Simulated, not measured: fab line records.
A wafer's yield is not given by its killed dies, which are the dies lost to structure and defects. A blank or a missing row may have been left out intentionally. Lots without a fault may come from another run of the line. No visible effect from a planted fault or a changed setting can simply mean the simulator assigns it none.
Chamber matching -- flow n5Finfet -- N5_SD_EPI_N_LINER_46 on aldSin-01 has 4 sister chambers
The step material SiNx, target thk 3 nm. 8 wafers are shown with their chamber, then 9 later ones without.

== WAFERS PAIRED WITH THEIR CHAMBERS ==
wafer,chamber,heaterPowerW (W)
L074.6,1,687
L076.6,3,951
L077.5,3,964
L083.5,0,718
L083.6,1,681
L087.3,0,752
L087.4,2,950
L087.6,2,944

== WAFERS WITH NO CHAMBER GIVEN ==
wafer,heaterPowerW (W)
L088.2,978
L088.3,693
L088.5,679
L091.1,684
L091.3,936
L091.4,933
L097.1,733
L097.2,935
L097.6,698

== WHICH CHAMBER EACH WENT THROUGH ==
wafer,from the rows above,in truth
L088.2,can't be placed: 3 or 2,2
L088.3,1,1
L088.5,1,1
L091.1,1,1
L091.3,can't be placed: 2 or 3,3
L091.4,can't be placed: 2 or 3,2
L097.1,0,0
L097.2,can't be placed: 2 or 3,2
L097.6,can't be placed: 1 or 0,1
Correctly placed: 4 of 9. From these rows, 5 cannot be placed; in 5 the true chamber is one of the candidates. 0 placed wrongly.
How it was worked out, from the rows above alone: a wafer's distance from a chamber is the root of the sum, over the readings, of the square of ((its reading less the chamber's mean) divided by the reading's scatter). If the next closest chamber is less than 2 further off than the closest, the wafer can't be placed; otherwise it belongs to the closest. A chamber's mean is the mean of its shown wafers. The scatter: the root of (the sum of the squares of (reading less its chamber's mean) over the shown wafers, divided by (wafers less chambers)).
